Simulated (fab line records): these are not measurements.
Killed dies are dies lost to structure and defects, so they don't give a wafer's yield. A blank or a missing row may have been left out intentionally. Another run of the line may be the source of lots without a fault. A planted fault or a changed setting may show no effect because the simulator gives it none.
Split-lot study || flow n5-finfet || on a route of 1938 steps: 7 lots, 21 wafers read

== SPLIT DETAILS ==
At N5_BEOL_M13_ILD_DEP_00 (deposits SiOC from DEMS/O2, target thk 837.92 nm, time 166.4 s), the setting time-s was moved away from the recipe's 166.4 s on 6 of the 21 wafers read, by -14.5% to +10.1%. For the rest of the wafers, this setting stayed at what the recipe calls for.

There is no step in the file separating the split from the reading.

== THE READING ==
At N5_BEOL_M13_THK_MEAS_01: M13_ILD_THK, given in nm. On this fab line, fault-free wafers typically give 841 nm with a standard deviation of 10 nm.

{"wafer": "L080.2", "tool, chamber at the split": "pecvd-03, 0", "time-s as run, s": 166.4, "against the recipe": "recipe", "M13_ILD_THK, nm": 843, "against lot-mates on the recipe": "-"}
{"wafer": "L080.3", "tool, chamber at the split": "pecvd-03, 1", "time-s as run, s": 166.4, "against the recipe": "recipe", "M13_ILD_THK, nm": 832, "against lot-mates on the recipe": "-"}
{"wafer": "L080.4", "tool, chamber at the split": "pecvd-03, 0", "time-s as run, s": 166.4, "against the recipe": "recipe", "M13_ILD_THK, nm": 851, "against lot-mates on the recipe": "-"}
{"wafer": "L081.1", "tool, chamber at the split": "pecvd-03, 0", "time-s as run, s": 166.4, "against the recipe": "recipe", "M13_ILD_THK, nm": 847, "against lot-mates on the recipe": "-"}
{"wafer": "L081.4", "tool, chamber at the split": "pecvd-03, 2", "time-s as run, s": 143.7, "against the recipe": "-13.6%", "M13_ILD_THK, nm": 730, "against lot-mates on the recipe": -122}
{"wafer": "L081.5", "tool, chamber at the split": "pecvd-03, 1", "time-s as run, s": 166.4, "against the recipe": "recipe", "M13_ILD_THK, nm": 856, "against lot-mates on the recipe": "-"}
{"wafer": "L085.1", "tool, chamber at the split": "pecvd-03, 1", "time-s as run, s": 166.4, "against the recipe": "recipe", "M13_ILD_THK, nm": 840, "against lot-mates on the recipe": "-"}
{"wafer": "L085.2", "tool, chamber at the split": "pecvd-03, 0", "time-s as run, s": 166.4, "against the recipe": "recipe", "M13_ILD_THK, nm": 843, "against lot-mates on the recipe": "-"}
{"wafer": "L085.5", "tool, chamber at the split": "pecvd-03, 1", "time-s as run, s": 166.4, "against the recipe": "recipe", "M13_ILD_THK, nm": 848, "against lot-mates on the recipe": "-"}
{"wafer": "L086.2", "tool, chamber at the split": "pecvd-02, 2", "time-s as run, s": 166.4, "against the recipe": "recipe", "M13_ILD_THK, nm": 837, "against lot-mates on the recipe": "-"}
{"wafer": "L086.4", "tool, chamber at the split": "pecvd-02, 2", "time-s as run, s": 173.8, "against the recipe": "+4.4%", "M13_ILD_THK, nm": 897, "against lot-mates on the recipe": "+51"}
{"wafer": "L086.6", "tool, chamber at the split": "pecvd-02, 1", "time-s as run, s": 166.4, "against the recipe": "recipe", "M13_ILD_THK, nm": 855, "against lot-mates on the recipe": "-"}
{"wafer": "L088.3", "tool, chamber at the split": "pecvd-03, 0", "time-s as run, s": 142.2, "against the recipe": "-14.5%", "M13_ILD_THK, nm": 720, "against lot-mates on the recipe": -144}
{"wafer": "L088.4", "tool, chamber at the split": "pecvd-03, 1", "time-s as run, s": 166.4, "against the recipe": "recipe", "M13_ILD_THK, nm": 864, "against lot-mates on the recipe": "-"}
{"wafer": "L088.5", "tool, chamber at the split": "pecvd-03, 0", "time-s as run, s": 142.2, "against the recipe": "-14.5%", "M13_ILD_THK, nm": 727, "against lot-mates on the recipe": -137}
{"wafer": "L089.3", "tool, chamber at the split": "pecvd-02, 0", "time-s as run, s": 183.2, "against the recipe": "+10.1%", "M13_ILD_THK, nm": 908, "against lot-mates on the recipe": "+70"}
{"wafer": "L089.4", "tool, chamber at the split": "pecvd-02, 0", "time-s as run, s": 183.2, "against the recipe": "+10.1%", "M13_ILD_THK, nm": 920, "against lot-mates on the recipe": "+82"}
{"wafer": "L089.6", "tool, chamber at the split": "pecvd-02, 2", "time-s as run, s": 166.4, "against the recipe": "recipe", "M13_ILD_THK, nm": 838, "against lot-mates on the recipe": "-"}
{"wafer": "L097.1", "tool, chamber at the split": "pecvd-02, 1", "time-s as run, s": 166.4, "against the recipe": "recipe", "M13_ILD_THK, nm": 827, "against lot-mates on the recipe": "-"}
{"wafer": "L097.3", "tool, chamber at the split": "pecvd-02, 2", "time-s as run, s": 166.4, "against the recipe": "recipe", "M13_ILD_THK, nm": 839, "against lot-mates on the recipe": "-"}
{"wafer": "L097.6", "tool, chamber at the split": "pecvd-02, 1", "time-s as run, s": 166.4, "against the recipe": "recipe", "M13_ILD_THK, nm": 845, "against lot-mates on the recipe": "-"}

FIT RESULTS
A straight line over all 21 wafers: M13_ILD_THK changes by +8.04 nm for each +1% of time-s; r = +0.98; the points scatter about the line by 10 nm.
The same after taking each lot's own level away (the mean of its wafers on the recipe; 21 wafers): +8.97 nm for each +1%; r = +0.99; scatter 8.5 nm.
Per that fit: largest time-s move, reading shift of 1.3e+02 nm.
From 837.0 to 864.0 nm: that is the span of the lots' own levels, equal to 2.7 times the standard deviation above.
In other words, the slope is changed by the lot-to-lot level; the two fits disagree.
Check: -128 nm against its lot-mates is what the line predicts for one of the wafers moved furthest among these (-14.5%) when that wafer is left out of the fit. It came out at -144 nm against them.

== ADDITIONAL SPLITS CARRIED BY THESE WAFERS ==
These wafers also went through other splits before the reading. Each is held against what the fit with the lots' levels taken away leaves over:
{"other split on the same wafers": "N5_BEOL_M11_ILD_DEP_00 time-s", "wafers away from the commonest value": 10, "r with M13_ILD_THK (lot level and that fit taken away)": -0.50}
{"other split on the same wafers": "N5_BEOL_M11_COAT_64 spin-rpm", "wafers away from the commonest value": 7, "r with M13_ILD_THK (lot level and that fit taken away)": -0.16}
{"other split on the same wafers": "N5_BEOL_M11_COAT_22 spin-rpm", "wafers away from the commonest value": 7, "r with M13_ILD_THK (lot level and that fit taken away)": -0.13}

== THE WHOLE CHAIN: every reading that the file lists as answering this split, in the file's order ==
{"step": "N5_BEOL_M13_ILD_DEP_00", "what it does": "deposits SiOC from DEMS/O2, target thk 837.92 nm, time 166.4 s", "reading": "SiOC_of_BEOL_M13_ILD_DEP_00.thk-nm (the simulator's own value, which no gauge read)", "change (the file's fit)": "+9.04 nm for each +1% of the setting", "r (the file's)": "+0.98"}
{"step": "N5_BEOL_M13_THK_MEAS_01", "what it does": "", "reading": "M13_ILD_THK", "change (the file's fit)": "+9.03 for each +1% of the setting", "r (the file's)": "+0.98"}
{"step": "N5_BEOL_M13_VIA_ETCH_16", "what it does": "etches SiOC in C4F8/O2/Ar, target depth 921.7 nm", "reading": "etch.depth-nm (the simulator's own value, which no gauge read)", "change (the file's fit)": "+9.04 nm for each +1% of the setting", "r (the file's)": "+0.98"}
{"step": "N5_BEOL_M13_VIA_ETCH_16", "what it does": "etches SiOC in C4F8/O2/Ar, target depth 921.7 nm", "reading": "coat_of_BEOL_M13_COAT_04.thk-nm (the simulator's own value, which no gauge read)", "change (the file's fit)": "-2.72 nm for each +1% of the setting", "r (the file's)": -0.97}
{"step": "N5_BEOL_M13_STRIP_63", "what it does": "strips in N2/H2", "reading": "strip-time-to-endpoint-s", "change (the file's fit)": "withheld for each +1% of the setting", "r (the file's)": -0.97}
{"step": "N5_BEOL_M13_CMP_49", "what it does": "polishes, stops on SiOC, t overpolish 17.1 s, target thk 420 nm", "reading": "SiOC_of_BEOL_M13_ILD_DEP_00.thk-nm (the simulator's own value, which no gauge read)", "change (the file's fit)": "+8.94 nm for each +1% of the setting", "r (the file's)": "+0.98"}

== FILE'S OWN FIT ==
M13_ILD_THK changes by +9.03 nm for each +1% of time-s, r = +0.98.
